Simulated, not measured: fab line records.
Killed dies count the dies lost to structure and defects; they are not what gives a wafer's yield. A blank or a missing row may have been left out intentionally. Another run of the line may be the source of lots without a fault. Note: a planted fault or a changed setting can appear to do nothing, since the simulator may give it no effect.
fab line records ; flow n5_finfet ; part 2 of 2: steps 23 to 28 of 28
[record] lots = 5; wafers = 15; last_day = 17
route steps=1938 shown BEOL_M1@765
lots with no fault: from the same line, run without faults
start_h: the number of hours between the record's first day and the start of the first shown wafer of the lot ; wait_h: hours elapsed since this lot's preceding step ; " unchanged from the row above ; L1.1+2: a single row standing in for several wafers ; - either no value or no given start ; * or withheld: withheld ; < > ~ a bound
route shown NAME@n: NAME is a module with steps in the file, n the number in the route of the first one ; usual: mean and standard deviation over wafers with no fault ; same: alike in all rows ; chamber/n: place in a boat ; sites: readings site by site ; _std_site: their standard deviation ; _edge_site: outer sites' mean less inner sites' ; radius_mm: for every site, how far away it sits from the centre of the wafer ; mask NAME#n: copy n ; behind: the tool/chamber that last shaped the wafer ; hold: the reason the lot was held/the length of the hold in hours/how it ended ; device: the transistor (n, p or np) that didn't switch ; end of line: tests run on the same wafers once the route is complete ; a step with no rows: only its recipe ; killed: dies lost to structure and defects at the first sort, not the wafer's yield ; map: dies across one wafer; x = killed, . = not, _ = none there
set.NAME: the setting as run; set.NAME@STEP: as run at that earlier step ; model.NAME: the simulator's own value behind a step, which no gauge read
a table for each step, a row for each wafer; lots at some steps of the route
services: the hour from which a tool's chamber was out of use, counted from the record's first day as start_h (under 0 if before that day), plus the number of hours and why
[[steps]]
[step N5_BEOL_M1_OVL_MEAS_29]
[recipe] points_per_wafer = 522
[usual] V0_OVL = -0.2/0.69
lot.wafer;tool;chamber;start_h;wait_h;V0_OVL[nm]
L076.1;overlay-02;0;136.55;0.0;0.3
L076.3;overlay-02;0;136.55;0.0;0.3
L076.6;overlay-02;0;136.55;0.0;0.5
L077.1;overlay-02;0;142.85;0.0;-0.3
L077.2;overlay-02;0;142.85;0.0;0.0
L077.3;overlay-02;0;142.85;0.0;-0.3
L083.3;overlay-02;0;181.70;0.0;0.2
L083.4;overlay-02;0;181.70;0.0;0.0
L083.6;overlay-02;0;181.70;0.0;0.2
L092.2;overlay-01;0;233.26;0.0;-0.2
L092.3;overlay-01;0;233.26;0.0;0.2
L092.6;overlay-01;0;233.26;0.0;0.3
L097.1;overlay-02;0;261.22;0.0;-0.4
L097.4;overlay-02;0;261.22;0.0;-0.1
L097.6;overlay-02;0;261.22;0.0;0.7
[step N5_BEOL_M1_INSPECT_30]
[recipe] mode = adi; inspect_instrument = brightfield
[usual] raw_defect_count = 395/97
lot.wafer;tool;chamber;start_h;wait_h;raw_defect_count
L076.1;defect_inspect-02;-;136.61;0.1;504
L076.3;defect_inspect-02;-;136.61;0.1;632
L076.6;defect_inspect-02;-;136.61;0.1;419
L077.1;defect_inspect-01;-;142.91;0.1;347
L077.2;defect_inspect-01;-;142.91;0.1;291
L077.3;defect_inspect-01;-;142.91;0.1;303
L083.3;defect_inspect-01;-;181.74;0.0;402
L083.4;defect_inspect-01;-;181.74;0.0;328
L083.6;defect_inspect-01;-;181.74;0.0;312
L092.2;defect_inspect-01;-;233.31;0.0;365
L092.3;defect_inspect-01;-;233.31;0.0;289
L092.6;defect_inspect-01;-;233.31;0.0;357
L097.1;defect_inspect-02;-;261.28;0.1;378
L097.4;defect_inspect-02;-;261.28;0.1;439
L097.6;defect_inspect-02;-;261.28;0.1;476
[step N5_BEOL_M1_DESCUM_33]
[recipe] chemistry = O2; time_s = 7; source_power_w = 50; bias_power_w = 20; pressure_mtorr = 20; rf_frequency_hz = 2.712e+07; temp_c = 40; resist = CAR-EUV; o2_flow_sccm = 225
[usual] drypump_motor_current_A = 5.6/0.42; oes_product_au = 0.79/0.092; rf_vpp_V = 243.3/1.2; showerhead_plenum_p_Torr = 2.09/0.047; throttle_valve_pct = 20.37/0.28
lot.wafer;tool;chamber;start_h;wait_h;drypump_motor_current_A;oes_product_au;rf_hours_counter_h;rf_vpp_V;showerhead_plenum_p_Torr;throttle_valve_pct
L076.1;rie_diel-03;0;136.65;0.0;5.6;0.64;253;243.3;2.04;20.42
L076.3;rie_diel-03;3;136.65;0.0;6.0;0.80;128;243.2;2.10;20.50
L076.6;rie_diel-03;0;136.65;0.0;5.6;0.64;-;241.9;2.04;20.42
L077.1;rie_diel-03;1;142.94;0.0;4.9;0.99;2;243.0;2.05;20.41
L077.2;rie_diel-03;2;142.94;0.0;5.6;0.88;65;241.9;2.10;20.00
L077.3;rie_diel-03;3;142.94;0.0;6.0;0.81;131;243.2;2.10;20.51
L083.3;rie_diel-03;3;181.81;0.1;6.0;0.79;144;243.8;2.09;20.51
L083.4;rie_diel-03;0;181.81;0.1;5.6;0.95;8;245.2;2.04;19.94
L083.6;rie_diel-03;2;181.81;0.1;5.6;0.85;-;244.3;2.10;20.01
L092.2;rie_diel-03;2;233.65;0.3;5.6;0.84;92;243.5;2.09;20.05
L092.3;rie_diel-03;0;233.65;0.3;5.5;0.91;23;243.6;2.03;19.97
L092.6;rie_diel-03;3;233.65;0.3;6.0;0.78;-;243.5;2.09;20.53
L097.1;rie_diel-03;0;261.32;0.0;5.6;0.88;31;241.7;2.03;19.98
L097.4;rie_diel-03;2;261.32;0.0;5.7;0.83;101;243.3;2.09;20.05
L097.6;rie_diel-03;3;261.32;0.0;6.0;0.78;-;243.5;2.08;20.55
[step N5_BEOL_M1_ETCH_77]
[recipe] chemistry = N2/H2; target = underlayer; target_depth_a = 65; mask_material = CAR-EUV; time_s = 5.2; ion_energy_ev = 200; pressure_mtorr = 30; source_w = 840; bias_w = 150; n2_flow_sccm = 200; h2_flow_sccm = 200; ends = cleared
[usual] drypump_motor_current_A = 5.6/0.42; etch_rf_on_time_s = 5.25/0.17; n2_flow_sccm = 199.9/0.62; oes_product_au = 0.67/0.078; rf_vpp_V = 523.9/2; showerhead_plenum_p_Torr = 2.55/0.058; throttle_valve_pct = 17.9/0.3
lot.wafer;tool;chamber;start_h;wait_h;drypump_motor_current_A;etch_rf_on_time_s;n2_flow_sccm;oes_product_au;rf_hours_counter_h;rf_vpp_V;showerhead_plenum_p_Torr;throttle_valve_pct
L076.1;rie_diel-03;0;136.68;0.0;5.6;5.30;199.1;0.55;253;524.5;2.50;17.9
L076.3;rie_diel-03;3;136.68;0.0;6.0;5.34;199.9;0.67;128;526.6;2.56;18.0
L076.6;rie_diel-03;0;136.68;0.0;5.6;5.34;199.1;0.56;-;520.8;2.50;17.9
L077.1;rie_diel-03;1;142.98;0.0;4.9;5.11;199.8;0.83;2;524.6;2.50;17.9
L077.2;rie_diel-03;2;142.98;0.0;5.6;5.27;200.0;0.73;65;524.7;2.56;17.4
L077.3;rie_diel-03;3;142.98;0.0;6.0;5.35;199.1;0.66;131;522.2;2.55;18.0
L083.3;rie_diel-03;3;181.84;0.0;6.0;5.33;200.1;0.65;144;523.1;2.55;18.0
L083.4;rie_diel-03;0;181.84;0.0;5.6;5.09;199.7;0.82;8;521.5;2.50;17.4
L083.6;rie_diel-03;2;181.84;0.0;5.6;5.34;200.4;0.70;-;524.3;2.55;17.4
L092.2;rie_diel-03;2;233.69;0.0;5.6;5.29;200.4;0.70;92;524.5;2.54;17.5
L092.3;rie_diel-03;0;233.69;0.0;5.6;5.03;200.2;0.78;23;524.1;2.49;17.5
L092.6;rie_diel-03;3;233.69;0.0;6.0;5.32;199.4;0.65;-;524.6;2.54;18.0
L097.1;rie_diel-03;0;261.35;0.0;5.6;5.16;199.8;0.77;31;526.8;2.49;17.5
L097.4;rie_diel-03;2;261.35;0.0;5.6;5.25;199.8;0.69;101;525.4;2.54;17.4
L097.6;rie_diel-03;3;261.35;0.0;6.0;5.33;200.5;0.64;-;524.4;2.54;18.0
[step N5_BEOL_M1_ETCH_69]
[recipe] chemistry = CF4; target = SiARC; target_depth_a = 156; mask_material = CAR-EUV; time_s = 26; ion_energy_ev = 80; pressure_mtorr = 40; source_w = 545; bias_w = 36; Ar_flow_sccm = 100; cf4_flow_sccm = 100; ends = cleared
[usual] drypump_motor_current_A = 5.6/0.42; etch_rf_on_time_s = 26.3/0.67; oes_product_au = 0.67/0.077; rf_vpp_V = 184.1/0.97; showerhead_plenum_p_Torr = 2.15/0.053; throttle_valve_pct = 15.64/0.25
lot.wafer;tool;chamber;start_h;wait_h;drypump_motor_current_A;etch_rf_on_time_s;oes_product_au;rf_hours_counter_h;rf_vpp_V;showerhead_plenum_p_Torr;throttle_valve_pct
L076.1;rie_diel-03;0;136.70;0.0;5.6;26.5;0.56;253;182.7;2.09;15.62
L076.3;rie_diel-03;3;136.70;0.0;6.0;26.4;0.67;128;184.0;2.16;15.77
L076.6;rie_diel-03;0;136.70;0.0;5.6;26.4;0.56;-;183.4;2.09;15.62
L077.1;rie_diel-03;1;142.99;0.0;4.9;25.7;0.84;2;182.2;2.12;15.63
L077.2;rie_diel-03;2;142.99;0.0;5.6;26.5;0.73;65;184.2;2.19;15.49
L077.3;rie_diel-03;3;142.99;0.0;6.0;26.6;0.67;131;184.9;2.16;15.77
L083.3;rie_diel-03;3;181.86;0.0;6.0;26.2;0.66;144;184.0;2.16;15.81
L083.4;rie_diel-03;0;181.86;0.0;5.6;25.2;0.83;8;184.8;2.09;15.09
L083.6;rie_diel-03;2;181.86;0.0;5.6;26.2;0.72;-;183.0;2.18;15.52
L092.2;rie_diel-03;2;233.70;0.0;5.6;26.4;0.70;92;185.4;2.18;15.53
L092.3;rie_diel-03;0;233.70;0.0;5.6;25.3;0.79;23;182.8;2.08;15.13
L092.6;rie_diel-03;3;233.70;0.0;6.0;26.1;0.66;-;184.1;2.15;15.84
L097.1;rie_diel-03;0;261.37;0.0;5.5;26.1;0.76;31;183.0;2.08;15.14
L097.4;rie_diel-03;2;261.37;0.0;5.7;26.4;0.69;101;183.6;2.17;15.55
L097.6;rie_diel-03;3;261.37;0.0;6.0;26.6;0.65;-;184.8;2.15;15.84
[step N5_BEOL_M1_ALD_98]
[recipe] material = SiO2; target_thk_a = 25; temp_c = 100; ald_precursor_family = BDEAS; ald_co_reactant = O2-plasma; pulse_time_s = 1; co_reactant_pulse_time_s = 1; purge_time_s = 2; co_reactant_purge_time_s = 2; ald_cycles = 17; pressure_torr = 2
[usual] heater_power_outer_w = 40/4.5; heater_power_w = 77/8.6; precursor_pulse_height_rel = 1.000/0.02
lot.wafer;tool;chamber;start_h;wait_h;heater_power_outer_w;heater_power_w;precursor_pulse_height_rel
L076.1;ald_sin-01;3;137.36;0.6;39;82;1.033
L076.3;ald_sin-01;2;137.36;0.6;38;75;0.988
L076.6;ald_sin-01;0;137.36;0.6;36;72;1.021
L077.1;ald_sin-04;0;143.30;0.3;39;63;1.008
L077.2;ald_sin-04;2;143.30;0.3;35;72;1.001
L077.3;ald_sin-04;3;143.30;0.3;32;67;1.015
L083.3;ald_sin-04;1;182.83;0.9;44;80;1.001
L083.4;ald_sin-04;2;182.83;0.9;36;72;1.028
L083.6;ald_sin-04;1;182.83;0.9;44;77;1.000
L092.2;ald_sin-01;2;234.05;0.3;40;75;0.995
L092.3;ald_sin-01;3;234.05;0.3;39;78;0.965
L092.6;ald_sin-01;3;234.05;0.3;38;78;1.011
L097.1;ald_sin-04;3;261.45;0.1;32;66;1.002
L097.4;ald_sin-04;2;261.45;0.1;36;70;1.007
L097.6;ald_sin-04;1;261.45;0.1;44;79;0.998
[[services]]
tool;chamber;start_h;hours;kind
euv_scanner-01;-;112.95;10.7;repair
rie_diel-04;0;119.99;13.8;repair
euv_scanner-01;-;123.78;1.3;repair
rie_diel-02;-;124.83;14.6;pm
euv_scanner-02;-;126.27;4.6;pm
euv_scanner-02;-;134.98;1.0;pm
rie_metal-01;0;136.47;5.0;repair
euv_scanner-01;-;155.99;1.0;pm
euv_scanner-02;-;167.19;0.7;repair
euv_scanner-01;-;169.33;0.5;repair
ald_sin-04;3;178.63;5.6;repair
euv_scanner-01;-;179.81;5.8;pm
euv_scanner-02;-;191.13;1.0;pm
rie_diel-04;3;200.03;2.9;repair
euv_scanner-01;-;212.18;1.0;pm
rie_diel-03;2;218.45;2.0;repair
euv_scanner-02;-;234.07;0.2;repair
rie_metal-03;1;237.99;2.5;repair
ald_sin-04;3;246.41;14.7;repair
euv_scanner-02;-;247.28;1.0;pm
euv_scanner-01;-;248.29;4.6;pm
ald_sin-04;-;250.47;2.8;pm
rie_metal-03;0;259.33;20.7;repair
ald_sin-01;0;260.38;4.4;repair
